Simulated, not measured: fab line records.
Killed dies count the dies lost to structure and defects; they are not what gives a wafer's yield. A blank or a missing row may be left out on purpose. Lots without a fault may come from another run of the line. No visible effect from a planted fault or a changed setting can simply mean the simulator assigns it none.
fab line records ; flow n5-finfet
[record] lots = 9; wafers = 27; last-day = 18
route steps=1938 shown MOL_CONTACT_COAG@530 BEOL_M4@1111
lots with no fault: from the same line, run without faults
start-h: start of the lot's first displayed wafer, in hours after the record's first day ; wait-h: hours elapsed since this lot's preceding step ; " unchanged from the row above ; L1.1+2: one row covering several wafers at once ; - no value, or no start was given ; * or withheld: withheld ; < > ~ a bound
route shown NAME@n: NAME is a module with steps in the file, n the number in the route of the first one ; usual: average and standard deviation across the fault-free wafers ; same: alike in all rows ; chamber/n: place in a boat ; sites: the reading at each site ; _std_site: the values' standard deviation ; _edge_site: inner sites' mean taken away from outer sites' mean ; radius-mm: for every site, how far away it sits from the centre of the wafer ; mask NAME#n: copy n ; behind: the tool/chamber that last shaped the wafer ; hold: what put the lot on hold/how long, in hours/how the hold closed ; device: the n, p or np transistor that did not switch ; end of line: at the end of the route, the tests of the same wafers ; a step with no rows: only its recipe ; killed: the dies lost at the first sort to structure and to defects; this is not the yield of the wafer ; map: per-die view of a wafer (x killed, . not killed, _ where there is no die)
set.NAME: the setting that was run; set.NAME@STEP: the one run at that earlier step ; model.NAME: the simulator's own value behind a step, which no gauge read
steps of the route over a sample of lots; a table a step, a row a wafer
services: from which hour (start-h, from the record's first day; less than 0 if before it) a tool's chamber was out of use, for how many hours, and why
[[steps]]
[step N5_MOL_CONTACT_COAG_ETCH_59]
[recipe] chemistry = N2/H2; target = underlayer; target-depth-a = 130; mask-material = CAR-EUV; time-s = 10.4; ion-energy-ev = 200; pressure-mtorr = 30; source-w = 840; bias-w = 150; n2-flow-sccm = 200; h2-flow-sccm = 200; ends = cleared
[usual] drypump-motor-current-A = 5.7/0.44; etch-rf-on-time-s = 10.45/0.23; oes-product-au = 0.63/0.048; rf-vpp-V = 523/3.1; showerhead-plenum-p-Torr = 2.53/0.1; throttle-valve-pct = 17.92/0.21
lot.wafer;tool;chamber;start-h;wait-h;drypump-motor-current-A;etch-rf-on-time-s;oes-product-au;rf-hours-counter-h;rf-vpp-V;showerhead-plenum-p-Torr;throttle-valve-pct
L221.1;rie-diel-05;1;92.68;0.0;6.6;10.44;0.59;234;519;2.43;18.32
L221.3;rie-diel-05;2;92.68;0.0;5.4;10.62;0.60;210;520;2.41;17.85
L221.6;rie-diel-05;2;92.68;0.0;5.4;10.55;0.61;-;521;2.41;17.86
L225.1;rie-diel-05;0;120.30;0.0;5.3;10.46;0.66;133;519;2.36;18.19
L225.2;rie-diel-05;3;120.30;0.0;5.2;10.48;0.63;181;524;2.51;17.74
L225.6;rie-diel-05;3;120.30;0.0;5.1;10.40;0.64;-;522;2.51;17.74
L226.1;rie-diel-05;2;126.26;0.0;5.5;10.51;0.60;221;520;2.41;17.88
L226.3;rie-diel-05;1;126.26;0.0;6.6;10.44;0.57;246;520;2.42;18.36
L226.5;rie-diel-05;1;126.26;0.0;6.6;10.35;0.58;-;519;2.42;18.36
L229.2;rie-diel-01;3;139.91;0.0;5.3;10.48;0.62;203;523;2.54;17.86
L229.3;rie-diel-01;0;139.91;0.0;5.5;10.60;0.69;66;524;2.58;17.61
L229.6;rie-diel-01;3;139.91;0.0;5.3;10.45;0.62;-;522;2.54;17.86
L231.1;rie-diel-06;1;149.97;0.0;5.7;10.17;0.62;227;524;2.52;18.33
L231.2;rie-diel-06;0;149.97;0.0;6.0;10.86;0.65;132;527;2.65;17.89
L231.5;rie-diel-06;3;149.97;0.0;5.7;10.51;0.68;-;525;2.64;17.68
L242.2;rie-diel-06;3;214.40;0.0;5.8;10.49;0.67;140;527;2.63;17.72
L242.4;rie-diel-06;3;214.40;0.0;5.7;10.46;0.67;-;526;2.63;17.70
L242.5;rie-diel-06;2;214.40;0.0;5.6;10.08;0.60;-;521;2.41;17.95
L241.1;rie-diel-05;1;217.11;0.0;6.6;10.05;0.80;26;528;2.73;18.01
L241.3;rie-diel-05;0;217.11;0.0;5.3;10.44;0.63;172;517;2.35;18.27
L241.6;rie-diel-05;1;217.11;0.0;6.6;9.93;0.81;-;528;2.73;18.02
L243.1;rie-diel-01;1;221.95;0.0;6.1;10.85;0.60;211;523;2.53;18.20
L243.4;rie-diel-01;2;221.95;0.0;6.3;10.26;0.58;246;527;2.60;17.77
L243.5;rie-diel-01;0;221.95;0.0;5.5;10.56;0.67;-;525;2.56;17.68
L244.1;rie-diel-06;0;226.78;0.0;6.0;10.84;0.63;161;527;2.64;17.92
L244.4;rie-diel-06;0;226.78;0.0;6.0;10.77;0.63;-;527;2.64;17.96
L244.6;rie-diel-06;2;226.78;0.0;5.6;10.14;0.59;-;519;2.40;17.96
[step N5_MOL_CONTACT_COAG_PRE_CLEAN_141]
[recipe] gas = H2/He; time-s = 60; temp-c = 300
[usual] heater-power-w = 445/45
lot.wafer;tool;chamber;start-h;wait-h;heater-power-w
L221.1;pvd-sputter-03;-;96.43;2.2;467
L221.3;pvd-sputter-03;-;96.43;2.2;421
L221.6;pvd-sputter-03;-;96.43;2.2;430
L225.1;pvd-sputter-02;-;125.16;0.5;358
L225.2;pvd-sputter-02;-;125.16;0.5;448
L225.6;pvd-sputter-02;-;125.16;0.5;448
L226.1;pvd-sputter-03;-;128.26;0.2;422
L226.3;pvd-sputter-03;-;128.26;0.2;420
L226.5;pvd-sputter-03;-;128.26;0.2;422
L229.2;pvd-sputter-01;-;141.55;0.3;448
L229.3;pvd-sputter-01;-;141.55;0.3;425
L229.6;pvd-sputter-01;-;141.55;0.3;460
L231.1;pvd-sputter-01;-;152.86;1.2;461
L231.2;pvd-sputter-01;-;152.86;1.2;421
L231.5;pvd-sputter-01;-;152.86;1.2;454
L242.2;pvd-sputter-02;-;218.04;0.2;364
L242.4;pvd-sputter-02;-;218.04;0.2;560
L242.5;pvd-sputter-02;-;218.04;0.2;561
L241.1;pvd-sputter-02;-;219.75;0.9;570
L241.3;pvd-sputter-02;-;219.75;0.9;358
L241.6;pvd-sputter-02;-;219.75;0.9;579
L243.1;pvd-sputter-03;-;224.81;1.1;475
L243.4;pvd-sputter-03;-;224.81;1.1;447
L243.5;pvd-sputter-03;-;224.81;1.1;421
L244.1;pvd-sputter-01;-;228.78;0.4;445
L244.4;pvd-sputter-01;-;228.78;0.4;420
L244.6;pvd-sputter-01;-;228.78;0.4;464
[step N5_MOL_CONTACT_COAG_PRE_CLEAN_142]
[recipe] gas = H2/He; time-s = 60; temp-c = 300
[usual] heater-power-w = 447/48
lot.wafer;tool;chamber;start-h;wait-h;heater-power-w
L221.1;pvd-sputter-03;-;98.59;0.9;427
L221.3;pvd-sputter-03;-;98.59;0.9;471
L221.6;pvd-sputter-03;-;98.59;0.9;463
L225.1;pvd-sputter-02;-;127.91;1.6;557
L225.2;pvd-sputter-02;-;127.91;1.6;444
L225.6;pvd-sputter-02;-;127.91;1.6;366
L226.1;pvd-sputter-03;-;133.91;4.3;459
L226.3;pvd-sputter-03;-;133.91;4.3;423
L226.5;pvd-sputter-03;-;133.91;4.3;462
L229.2;pvd-sputter-01;-;144.15;1.5;478
L229.3;pvd-sputter-01;-;144.15;1.5;414
L229.6;pvd-sputter-01;-;144.15;1.5;462
L231.1;pvd-sputter-03;-;155.09;1.2;419
L231.2;pvd-sputter-03;-;155.09;1.2;425
L231.5;pvd-sputter-03;-;155.09;1.2;409
L242.2;pvd-sputter-02;-;221.83;2.4;550
L242.4;pvd-sputter-02;-;221.83;2.4;465
L242.5;pvd-sputter-02;-;221.83;2.4;554
L241.1;pvd-sputter-02;-;222.19;1.4;459
L241.3;pvd-sputter-02;-;222.19;1.4;442
L241.6;pvd-sputter-02;-;222.19;1.4;452
L243.1;pvd-sputter-01;-;228.06;2.3;433
L243.4;pvd-sputter-01;-;228.06;2.3;420
L243.5;pvd-sputter-01;-;228.06;2.3;426
L244.1;pvd-sputter-01;-;233.24;3.3;434
L244.4;pvd-sputter-01;-;233.24;3.3;472
L244.6;pvd-sputter-01;-;233.24;3.3;428
[step N5_MOL_CONTACT_COAG_ALD_27]
[recipe] material = SiOC; target-thk-a = 170; temp-c = 400; ald-precursor-family = carbosiloxane; ald-co-reactant = H2-plasma; pulse-time-s = 1.5; time-s = 2720; purge-time-s = 2; co-reactant-purge-time-s = 2; ald-cycles = 340; pressure-torr = 2
[usual] chamber-pressure-Torr = 2.000/0.0049; heater-power-w = 845/100; precursor-pulse-height-rel = 1.002/0.021; run-length-s = 2769.6/0.54; time-s = 2720/0
lot.wafer;tool;chamber;start-h;wait-h;chamber-pressure-Torr;heater-power-w;precursor-pulse-height-rel;run-length-s;time-s
L221.1;ald-sin-04;3;99.74;0.0;1.999;1007;0.975;2770.0;2720
L221.3;ald-sin-04;1;99.74;0.0;2.000;771;0.971;2769.2;2720
L221.6;ald-sin-04;0;99.74;0.0;1.999;939;0.957;2769.6;2720
L225.1;ald-sin-02;1;129.00;0.0;2.008;722;0.998;2769.8;2720
L225.2;ald-sin-02;2;129.00;0.0;1.997;879;0.979;2769.2;2720
L225.6;ald-sin-02;2;129.00;0.0;1.997;869;1.024;2769.0;2720
L226.1;ald-sin-01;1;135.00;0.0;2.002;711;0.968;2768.4;2720
L226.3;ald-sin-01;0;135.00;0.0;1.992;831;0.990;2769.7;2720
L226.5;ald-sin-01;1;135.00;0.0;2.001;698;1.011;2768.5;2720
L229.2;ald-sin-01;0;145.32;0.0;2.007;847;0.989;2769.8;2720
L229.3;ald-sin-01;3;145.32;0.0;2.000;795;0.974;2769.9;2720
L229.6;ald-sin-01;2;145.32;0.0;2.001;945;1.030;2769.4;2720
L231.1;ald-sin-01;0;156.16;0.0;2.014;823;1.023;2119.1;2069.4
L231.2;ald-sin-01;3;156.16;0.0;1.992;808;1.008;2770.0;2720
L231.5;ald-sin-01;3;156.16;0.0;1.996;790;0.993;2770.4;2720
L242.2;ald-sin-04;1;222.98;0.0;1.999;753;0.984;2769.3;2720
L242.4;ald-sin-04;0;222.98;0.0;2.008;920;1.006;2769.9;2720
L242.5;ald-sin-04;1;222.98;0.0;1.998;761;0.979;2768.7;2720
L241.1;ald-sin-01;3;223.29;0.0;2.004;788;0.976;2769.7;2720
L241.3;ald-sin-01;0;223.29;0.0;1.988;829;1.049;2769.9;2720
L241.6;ald-sin-01;1;223.29;0.0;2.003;706;1.010;2769.4;2720
L243.1;ald-sin-01;1;229.13;0.0;2.002;710;0.967;2768.5;2720
L243.4;ald-sin-01;0;229.13;0.0;1.999;840;1.023;2769.5;2720
L243.5;ald-sin-01;2;229.13;0.0;2.000;952;1.011;2768.9;2720
L244.1;ald-sin-02;1;234.30;0.0;2.006;724;1.036;2769.9;2720
L244.4;ald-sin-02;2;234.30;0.0;2.003;871;0.999;2769.9;2720
L244.6;ald-sin-02;3;234.30;0.0;1.999;741;1.017;2770.1;2720
[step N5_BEOL_M4_RC_MEAS_101]
[usual] DIBL_N = 35.9/1.4; DIBL_P = 35.9/1.7; IOFF_N = 0.160/0.026; IOFF_P = 0.21/0.036; ION_N = 672/11; ION_P = 461/8.1; SS_N = 71.4/0.54; SS_P = 73.2/0.67; VT_N = 249.3/2.7; VT_P = -250/3.9
lot.wafer;tool;chamber;start-h;wait-h;DIBL_N[mV/V];DIBL_P[mV/V];IOFF_N[nA/um];IOFF_P[nA/um];ION_N[uA/um];ION_P[uA/um];SS_N[mV/dec];SS_P[mV/dec];VT_N[mV];VT_P[mV]
L221.1;prober-01;0;161.63;0.0;35.5;35.6;0.172;0.26;685;473;71.3;73.5;250.0;-243
L221.3;prober-01;0;161.63;0.0;34.1;33.7;0.148;0.23;678;478;71.3;73.0;248.9;-246
L221.6;prober-01;0;161.63;0.0;34.8;34.4;0.159;0.24;681;474;71.0;72.9;248.9;-244
L225.1;prober-02;0;204.42;0.0;37.0;38.7;0.187;0.24;680;455;72.2;74.2;246.1;-249
L225.2;prober-02;0;204.42;0.0;35.1;36.5;0.160;0.20;680;468;71.6;73.1;248.8;-253
L225.6;prober-02;0;204.42;0.0;34.3;35.6;0.139;0.18;673;459;71.5;73.1;249.6;-255
L226.1;prober-01;0;206.52;0.0;37.4;35.6;0.178;0.20;674;456;71.8;73.3;247.8;-255
L226.3;prober-01;0;206.52;0.0;37.1;36.0;0.178;0.21;686;458;71.6;73.6;249.2;-253
L226.5;prober-01;0;206.52;0.0;35.0;33.4;0.136;0.16;664;448;71.7;72.4;253.0;-255
L229.2;prober-02;0;222.69;0.2;36.4;37.4;0.167;0.19;688;457;70.5;74.0;249.1;-254
L229.3;prober-02;0;222.69;0.2;34.8;35.2;0.132;0.16;673;456;71.3;73.0;249.8;-256
L229.6;prober-02;0;222.69;0.2;36.5;36.9;0.172;0.20;679;463;70.6;73.3;248.2;-251
L231.1;prober-02;0;230.17;0.0;35.7;35.9;0.157;0.21;667;456;71.3;73.0;250.1;-247
L231.2;prober-02;0;230.17;0.0;34.4;34.8;0.137;0.20;666;463;70.3;73.0;248.8;-248
L231.5;prober-02;0;230.17;0.0;33.6;33.0;0.122;0.17;648;452;71.2;71.8;253.3;-251
L242.2;prober-02;0;291.75;0.2;40.2;39.1;0.228;0.27;677;468;72.5;74.4;246.0;-248
L242.4;prober-02;0;291.75;0.2;35.4;34.9;0.132;0.19;672;462;70.7;72.5;252.0;-254
L242.5;prober-02;0;291.75;0.2;37.4;37.0;0.165;0.22;682;465;71.2;73.3;247.7;-249
L241.1;prober-02;0;309.35;0.0;36.1;34.4;0.142;0.15;664;450;70.9;72.8;249.5;-258
L241.3;prober-02;0;309.35;0.0;37.1;36.0;0.142;0.17;643;441;71.9;73.1;253.3;-254
L241.6;prober-02;0;309.35;0.0;37.0;36.6;0.158;0.18;674;450;71.8;73.2;248.2;-255
L243.1;prober-01;0;309.69;0.0;36.2;37.0;0.186;0.23;670;458;72.1;73.9;245.1;-248
L243.4;prober-01;0;309.69;0.0;35.4;37.1;0.171;0.22;690;465;71.6;74.4;248.0;-250
L243.5;prober-01;0;309.69;0.0;34.2;34.5;0.136;0.18;660;451;71.1;72.8;251.7;-253
L244.1;prober-02;0;316.26;0.0;36.1;36.2;0.149;0.18;665;456;71.0;72.9;252.6;-253
L244.4;prober-02;0;316.26;0.0;35.0;35.4;0.136;0.17;678;459;70.9;73.7;253.1;-255
L244.6;prober-02;0;316.26;0.0;38.2;39.4;0.190;0.24;675;462;71.5;74.2;249.5;-248
[[services]]
tool;chamber;start-h;hours;kind
ald-sin-02;-;85.25;14.0;pm
ald-sin-01;-;93.35;1.7;repair
ald-sin-02;-;113.32;0.2;repair
rie-diel-06;2;130.51;8.3;repair
pvd-sputter-03;-;134.43;3.8;repair
pvd-sputter-02;-;138.49;1.9;repair
rie-diel-05;1;139.24;-;clean
rie-diel-05;1;139.24;-;consumable-replace:focus-ring
rie-diel-05;1;139.24;-;consumable-replace:showerhead
rie-diel-05;1;139.24;12.1;scheduled-down
rie-diel-05;1;139.24;12.1;vent-cycle
pvd-sputter-03;-;149.97;2.2;repair
rie-diel-06;3;159.99;6.8;repair
ald-sin-04;-;176.75;14.0;pm
rie-diel-05;2;204.27;-;clean
rie-diel-05;2;204.27;-;consumable-replace:focus-ring
rie-diel-05;2;204.27;-;consumable-replace:showerhead
rie-diel-05;2;204.27;26.8;scheduled-down
rie-diel-05;2;204.27;26.8;vent-cycle
ald-sin-01;1;204.48;3.9;repair
rie-diel-06;1;211.69;-;clean
rie-diel-06;1;211.69;-;consumable-replace:focus-ring
ald-sin-04;3;217.49;9.3;repair
rie-diel-05;1;221.26;6.6;repair
[[key]]
[first-sign] step = N5_MOL_CONTACT_COAG_ALD_27; reading = time-s; direction = down; sigmas = 99+; usual = *; struck = *
[effect] step = N5_MOL_CONTACT_COAG_ALD_27; reading = run-length-s; direction = down; sigmas = 99+; usual = *; struck = *
met-at N5_MOL_CONTACT_COAG_ALD_27
struck-lots L231
struck-wafers L231.1
not-acting-at N5_MOL_CONTACT_COAG_ETCH_59,N5_MOL_CONTACT_COAG_PRE_CLEAN_141,N5_MOL_CONTACT_COAG_PRE_CLEAN_142
onset-between 145.32 156.16
[fault] kind = process-parameter-drift; tool = ald-sin-01; chamber = 0; onset-h = 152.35; steps = N5_MOL_CONTACT_COAG_ALD_27; channel = time-s; offset = *; shape = step; end-h = 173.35; stated = *
